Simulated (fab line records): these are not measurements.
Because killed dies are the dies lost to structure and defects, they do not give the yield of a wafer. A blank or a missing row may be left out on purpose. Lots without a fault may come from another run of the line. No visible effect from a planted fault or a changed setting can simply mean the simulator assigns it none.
A lot that was struck, set against a sound lot + flow n5_finfet + 16 steps out of a route of 1938
Sound: these wafers, L778.1, L778.5, L778.6. Struck: wafers L788.1, L788.3, L788.5. At the end, the cause is stated.
Each step with rows lists, per side, the tool, then ch with its chambers, then its first start. Under that, the readings that differ: sound wafers + struck wafers + difference of the means + sigmas: that difference in standard deviations of wafers without a fault.
alike: a reading whose means differ by less than 2 such deviations, as well as words and numbers matching on both sides. not compared: withheld readings; readings where some wafer has no value; bounds like >300 that might hide an equal value; numbers whose values overlap and for which the record gives no deviation.
A row with sigmas, a row that says differs or no value, or rows on one side alone: a step with any of these is where the two part. Numbers that have no deviation but don't overlap get no sigmas and don't part them. A reading that every wafer of one side lacks parts them only if that side has two wafers or more.

first, 2 steps without rows for these wafers: N5_GATE_CUT_PEB_11 (peb time 60 s); N5_GATE_CUT_DEVELOP_12 (develop time 30 s).
N5_GATE_CUT_CD_MEAS_13: the cd target is 20 nm.
  sound on cd_sem-03 ch 0, day 5 22:05; struck on cd_sem-02 ch 0, day 8 02:53
  alike: cd_nm
N5_GATE_CUT_OVL_MEAS_14:
  sound on overlay-02 ch 0, day 5 22:07; struck on overlay-01 ch 0, day 8 02:55
  alike: GATE_CUT_OVL
N5_GATE_CUT_INSPECT_15: inspects for defects (brightfield).
  sound on defect_inspect-01 at day 5 22:10; struck on defect_inspect-01 at day 8 02:58
  alike: raw_defect_count
N5_GATE_CUT_DESCUM_18: chemistry O2, time 7 s.
  sound on rie_diel-06 ch 2,3, day 5 22:13; struck on rie_diel-02 ch 1,2, day 8 03:01
  alike: bias_power_w, drypump_motor_current_A, oes_product_au, rf_vpp_V, showerhead_plenum_p_Torr, throttle_valve_pct
  not compared: rf_hours_counter_h
N5_GATE_CUT_ETCH_28: etches underlayer in N2/H2, target depth 13 nm, time 10.4 s.
  sound on rie_diel-06 ch 2,3, day 5 22:14; struck on rie_diel-02 ch 1,2, day 8 03:03
  alike: drypump_motor_current_A, etch_rf_on_time_s, oes_product_au, rf_vpp_V, showerhead_plenum_p_Torr, throttle_valve_pct
  not compared: rf_hours_counter_h
N5_GATE_CUT_ETCH_36: etches SiARC in CF4, target depth 13 nm, time 21.7 s.
  sound on rie_diel-06 ch 2,3, day 5 22:16; struck on rie_diel-02 ch 1,2, day 8 03:04
  alike: drypump_motor_current_A, etch_rf_on_time_s, oes_product_au, rf_vpp_V, showerhead_plenum_p_Torr, throttle_valve_pct
  not compared: rf_hours_counter_h
N5_GATE_CUT_ETCH_37: etches SOC in N2/H2, target depth 60 nm, overetch 12 nm, time 90 s.
  sound on rie_diel-06 ch 2,3, day 5 22:17; struck on rie_diel-02 ch 1,2, day 8 03:05
  alike: drypump_motor_current_A, oes_product_au, rf_vpp_V, showerhead_plenum_p_Torr, throttle_valve_pct
  not compared: rf_hours_counter_h
then, 3 steps without rows for these wafers: N5_GATE_CUT_STRIP_38 (strips in N2/H2); N5_GATE_CUT_STRIP_39 (strips in N2/H2); N5_GATE_CUT_HM_OPEN_40 (chemistry C4F6/O2, target SiO2, target depth 139 nm, time 85.1 s).
N5_GATE_CUT_STRIP_41: strips in CF4.
  sound on rie_diel-06 ch 2,3, day 5 22:26; struck on rie_diel-02 ch 1,2, day 8 03:14
  no value came back on the struck wafers for any of 7 readings (bias_power_w (W), cf4_flow_sccm (sccm) and others); on the sound wafers bias_power_w (W) reads 75.20 74.90 74.86
  not compared: rf_hours_counter_h
N5_GATE_CUT_STRIP_42: strips in O2.
  sound on rie_diel-06 ch 2,3, day 5 22:27; struck on rie_diel-02 ch 1,2, day 8 03:16
  alike: chamber_pressure_mTorr, drypump_motor_current_A, oes_product_au, rf_vpp_V, showerhead_plenum_p_Torr, throttle_valve_pct
  not compared: rf_hours_counter_h
-- record jumps: 6 days separate the struck wafers' starts on either side; left off in module GATE_CUT, taken up again in module BEOL_M4, whose first shown step is the route's number 1111 --
N5_BEOL_M4_RC_MEAS_101:
  sound on prober-02 ch 0, day 12 08:58; struck on prober-01 ch 0, day 14 05:09
  alike: DIBL_N, DIBL_P, IOFF_N, IOFF_P, ION_N, ION_P, SS_N, SS_P, VT_N, VT_P
-- a jump in the record: the struck wafers' starts before and after are 4 days apart (it breaks off in module BEOL_M4 and resumes in module PASSIVATION, where the first step shown is number 1936 of the route) --
N5_PASSIVATION_PROBE_49:
  only the struck wafers here have rows in the record (prober-02, day 18 14:25); the sound ones have none

WHERE THEY PART
Earliest at N5_GATE_CUT_STRIP_41; latest, in this record, at N5_PASSIVATION_PROBE_49.

WHY: the cause the simulator had injected
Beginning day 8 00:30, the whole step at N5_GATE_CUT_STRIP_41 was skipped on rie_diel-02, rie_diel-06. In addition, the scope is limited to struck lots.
